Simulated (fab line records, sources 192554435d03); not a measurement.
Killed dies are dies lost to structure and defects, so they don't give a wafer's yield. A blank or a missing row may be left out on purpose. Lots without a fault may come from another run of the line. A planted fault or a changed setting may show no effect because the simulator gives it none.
Split-lot experiment | flow n5_finfet | 7 lots, 39 wafers read, on a route of 1938 steps

THE SPLIT
At N5_SD_EPI_N_DESCUM_14 (chemistry O2, time 7.9 s), the setting time_s was moved away from the recipe's 7.9 s on 12 of the 39 wafers read, by -23.6% to +55.4%. The other wafers ran this setting at the recipe's value.

The file shows no step between the split and the reading.

THE READING
CAR-ArF-block_of_SD_EPI_N_COAT_03.thk_nm (the simulator's own value, which no gauge read), in nm, at N5_SD_EPI_N_ETCH_34 (etches SiARC in CF4, target depth 45.5 nm, time 75.8 s). The file gives no usual value for it. The 27 wafers here that ran the recipe average 111.1 nm, standard deviation 0.26 nm.

wafer  | tool, chamber at the split | time_s as run, s | against the recipe | CAR-ArF-block_of_SD_EPI_N_COAT_03.thk_nm, nm | against lot-mates on the recipe
L075.1 | rie_diel-03, 0             | 7.9              | recipe             | 111.4                                        | -
L075.5 | rie_diel-03, 3             | 7.9              | recipe             | 111.4                                        | -
L075.2 | rie_diel-03, 1             | 12.28            | +55.4%             | 108.8                                        | -2.5
L075.3 | rie_diel-03, 2             | 7.9              | recipe             | 111                                          | -
L075.4 | rie_diel-03, 3             | 12.28            | +55.4%             | 108                                          | -3.3
L075.6 | rie_diel-03, 2             | 12.28            | +55.4%             | 108.4                                        | -2.9
L076.1 | rie_diel-04, 0,2,0         | 7.9              | recipe             | 111.2                                        | -
L076.2 | rie_diel-04, 0,2,0         | 7.9              | recipe             | 111.2                                        | -
L076.5 | rie_diel-04, 0,2,0         | 7.9              | recipe             | 111.2                                        | -
L076.6 | rie_diel-04, 3             | 7.9              | recipe             | 111.2                                        | -
L076.3 | rie_diel-04, 3,2           | 7.9              | recipe             | 111                                          | -
L076.4 | rie_diel-04, 3,2           | 7.9              | recipe             | 111                                          | -
L081.1 | rie_diel-05, 3             | 7.9              | recipe             | 111                                          | -
L081.6 | rie_diel-05, 0,1           | 7.9              | recipe             | 111                                          | -
L081.2 | rie_diel-05, 0,1           | 7.9              | recipe             | 111.2                                        | -
L081.3 | rie_diel-05, 2             | 9.64             | +22.0%             | 110                                          | -1.1
L081.5 | rie_diel-05, 0             | 9.64             | +22.0%             | 110                                          | -1.1
L081.4 | rie_diel-05, 1             | 9.64             | +22.0%             | 109.2                                        | -1.9
L082.1 | rie_diel-05, 1,3,2         | 7.9              | recipe             | 110.8                                        | -
L082.2 | rie_diel-05, 1,3,2         | 7.9              | recipe             | 110.8                                        | -
L082.3 | rie_diel-05, 2,1           | 10.06            | +27.3%             | 109.6                                        | -1.1
L082.6 | rie_diel-05, 2,1           | 10.06            | +27.3%             | 109.6                                        | -1.1
L082.4 | rie_diel-05, 0             | 10.06            | +27.3%             | 110                                          | -0.7
L082.5 | rie_diel-05, 1,3,2         | 7.9              | recipe             | 110.6                                        | -
L086.1 | rie_diel-05, 3             | 7.9              | recipe             | 111.4                                        | -
L086.2 | rie_diel-05, 2,1,0,3       | 7.9              | recipe             | 110.8                                        | -
L086.3 | rie_diel-05, 2,1,0,3       | 7.9              | recipe             | 110.8                                        | -
L086.4 | rie_diel-05, 2,1,0,3       | 7.9              | recipe             | 110.8                                        | -
L086.5 | rie_diel-05, 2,1,0,3       | 7.9              | recipe             | 110.8                                        | -
L086.6 | rie_diel-05, 2             | 7.9              | recipe             | 111.2                                        | -
L092.1 | rie_diel-03, 2,1           | 7.9              | recipe             | 111.4                                        | -
L092.2 | rie_diel-03, 2,1           | 7.9              | recipe             | 111.4                                        | -
L092.6 | rie_diel-03, 3             | 7.9              | recipe             | 111                                          | -
L095.1 | rie_diel-03, 3             | 6.037            | -23.6%             | 112                                          | +0.7
L095.2 | rie_diel-03, 0,2           | 6.037            | -23.6%             | 112.6                                        | +1.3
L095.3 | rie_diel-03, 1             | 7.9              | recipe             | 111.8                                        | -
L095.4 | rie_diel-03, 0,2           | 6.037            | -23.6%             | 112.4                                        | +1.1
L095.5 | rie_diel-03, 2,3           | 7.9              | recipe             | 111.2                                        | -
L095.6 | rie_diel-03, 2,3           | 7.9              | recipe             | 111                                          | -
Where a row lists several chambers, the file gives one row for several wafers and doesn't say which wafer went through which chamber.

THE FIT
A straight line over all 39 wafers: CAR-ArF-block_of_SD_EPI_N_COAT_03.thk_nm changes by -0.0505 nm for each +1% of time_s; r = -0.96; the points scatter about the line by 0.29 nm.
The same after taking each lot's own level away (the mean of its wafers on the recipe; 39 wafers): -0.0489 nm for each +1%; r = -0.96; scatter 0.27 nm.
On that fit, the largest move of time_s shifts the reading by 2.7 nm.
The lots' own levels span 110.73 to 111.33 nm, that is 2.3 times the standard deviation above.
So the lot-to-lot level changes the slope little: the two slopes agree.
Check: with one of the wafers moved furthest among these (+55.4%) left out of the fit, the line predicts -2.8 nm for it against its lot-mates. It came out at -2.47 nm against them.

OTHER SPLITS ON THESE WAFERS
These wafers also went through other splits before the reading. Each is held against what the fit with the lots' levels taken away leaves over:
other split on the same wafers        | wafers away from the commonest value | r with CAR-ArF-block_of_SD_EPI_N_COAT_03.thk_nm (lot level and that fit taken away)
N5_FIN_SAQP_SPACER1_ALD_24 ald_cycles | 15                                   | -0.14

THE WHOLE CHAIN: every reading that the file lists as answering this split, in the file's order
step                  | what it does                                           | reading                                                                                   | change (the file's fit)                | r (the file's)
N5_SD_EPI_N_DESCUM_14 | chemistry O2, time 7.9 s                               | CAR-ArF-block_of_SD_EPI_N_COAT_03.thk_nm (the simulator's own value, which no gauge read) | -0.0504 nm for each +1% of the setting | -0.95
N5_SD_EPI_N_ETCH_34   | etches SiARC in CF4, target depth 45.5 nm, time 75.8 s | CAR-ArF-block_of_SD_EPI_N_COAT_03.thk_nm (the simulator's own value, which no gauge read) | -0.0492 nm for each +1% of the setting | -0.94

THE FILE'S OWN FIT
CAR-ArF-block_of_SD_EPI_N_COAT_03.thk_nm changes by -0.0492 nm for each +1% of time_s, r = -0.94.
